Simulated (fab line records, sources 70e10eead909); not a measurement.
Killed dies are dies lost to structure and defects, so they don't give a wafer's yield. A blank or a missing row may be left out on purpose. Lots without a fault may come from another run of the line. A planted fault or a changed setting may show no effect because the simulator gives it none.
Chamber matching | flow nand_harc | NHARC_A_STAIRCASE_DESCUM_312 on rie_diel-03: 4 sister chambers
The step chemistry O2, time 3 s. 4 wafers are shown with their chamber, then 8 later ones without.

WAFERS WITH THEIR CHAMBER
wafer  | chamber | showerhead_plenum_p_Torr (Torr)
L082.1 | 1       | 1.85
L082.3 | 0       | 1.84
L082.4 | 3       | 1.99
L086.1 | 2       | 1.77

WAFERS WITHOUT THEIR CHAMBER
wafer  | showerhead_plenum_p_Torr (Torr)
L086.2 | 1.85
L086.4 | 1.84
L089.2 | 1.85
L089.4 | 1.98
L089.6 | 1.98
L097.2 | 2.08
L097.4 | 1.83
L097.5 | 2.08

WHICH CHAMBER EACH WENT THROUGH
wafer  | from the rows above          | in truth
L086.2 | can't be placed: 1 or 0 or 2 | 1
L086.4 | can't be placed: 0 or 1 or 2 | 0
L089.2 | can't be placed: 1 or 0 or 2 | 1
L089.4 | 3                            | 3
L089.6 | 3                            | 3
L097.2 | 3                            | 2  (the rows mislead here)
L097.4 | can't be placed: 0 or 1 or 2 | 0
L097.5 | 3                            | 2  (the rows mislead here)
Placed correctly: 2 of 8. Can't be placed from these rows: 4 (the true chamber is among the candidates in 4). Placed wrongly: 2.
How it was worked out, from the rows above alone: a wafer's distance from a chamber is the root of the sum, over the readings, of the square of ((its reading less the chamber's mean) divided by the reading's scatter). The wafer belongs to the nearest chamber; if the next one is less than 2 further off, it can't be placed. A chamber's mean is the mean of its shown wafers. The scatter: with one shown wafer a chamber, the root of the mean of the squares of how far each hidden wafer lies from its nearest shown one.
